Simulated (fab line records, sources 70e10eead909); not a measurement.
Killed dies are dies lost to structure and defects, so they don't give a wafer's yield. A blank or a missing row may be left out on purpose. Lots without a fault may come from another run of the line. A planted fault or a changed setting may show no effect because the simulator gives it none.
Chamber matching | flow nand_harc | NHARC_P_CONTACT_DESCUM_17 on rie_diel-03: 4 sister chambers
The step chemistry O2, time 3 s. 15 wafers are shown with their chamber, then 7 later ones without.

WAFERS WITH THEIR CHAMBER
wafer  | chamber | drypump_motor_current_A (A) | oes_product_au (a.u.) | throttle_valve_pct (%)
L911.2 | 0       | 5.4                         | 1.002                 | 11.314
L911.3 | 2       | 6.0                         | 1.006                 | 11.321
L911.6 | 1       | 5.6                         | 0.986                 | 11.310
L919.1 | 2       | 6.0                         | 1.003                 | 11.320
L919.5 | 0       | 5.4                         | 1.008                 | 11.306
L920.1 | 2       | 6.0                         | 1.007                 | 11.317
L920.3 | 1       | 5.6                         | 0.997                 | 11.331
L920.6 | 1       | 5.6                         | 0.989                 | 11.309
L921.3 | 3       | 5.7                         | 0.993                 | 11.314
L921.6 | 0       | 5.4                         | 1.014                 | 11.307
L923.1 | 1       | 5.6                         | 1.000                 | 11.316
L923.2 | 3       | 5.6                         | 1.008                 | 11.314
L923.6 | 3       | 5.7                         | 1.001                 | 11.309
L924.2 | 3       | 5.7                         | 1.001                 | 11.307
L924.5 | 3       | 5.7                         | 0.994                 | 11.298

SIGNATURES (means of the wafers above)
reading                 | chamber 0 | chamber 1 | chamber 2 | chamber 3 | scatter within a chamber
drypump_motor_current_A | 5.400     | 5.600     | 6.000     | 5.680     | 0.027
oes_product_au          | 1.00800   | 0.99300   | 1.00533   | 0.99940   | 0.00572
throttle_valve_pct      | 11.30900  | 11.31650  | 11.31933  | 11.30840  | 0.00693
Rule: a wafer's distance from a chamber is the root of the sum, over the readings, of the square of ((its reading less the chamber's mean) divided by the reading's scatter). The wafer belongs to the nearest chamber; if the next one is less than 2 further off, it can't be placed. The scatter: the root of (the sum of the squares of (reading less its chamber's mean) over the shown wafers, divided by (wafers less chambers)).

WAFERS WITHOUT THEIR CHAMBER
wafer  | drypump_motor_current_A (A) | oes_product_au (a.u.) | throttle_valve_pct (%)
L924.6 | 5.4                         | 1.006                 | 11.316
L927.3 | 5.7                         | 0.985                 | 11.319
L927.4 | 5.4                         | 0.998                 | 11.313
L927.6 | 5.6                         | 0.993                 | 11.324
L930.1 | 5.6                         | 0.995                 | 11.314
L930.3 | 6.0                         | 0.993                 | 11.316
L930.6 | 5.4                         | 1.009                 | 11.291

WHICH CHAMBER EACH WENT THROUGH
wafer  | from the rows above     | in truth
L924.6 | 0                       | 0
L927.3 | can't be placed: 3 or 1 | 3
L927.4 | 0                       | 0
L927.6 | 1                       | 1
L930.1 | 1                       | 1
L930.3 | 2                       | 2
L930.6 | 0                       | 0
Placed correctly: 6 of 7. Can't be placed from these rows: 1 (the true chamber is among the candidates in 1). Placed wrongly: 0.
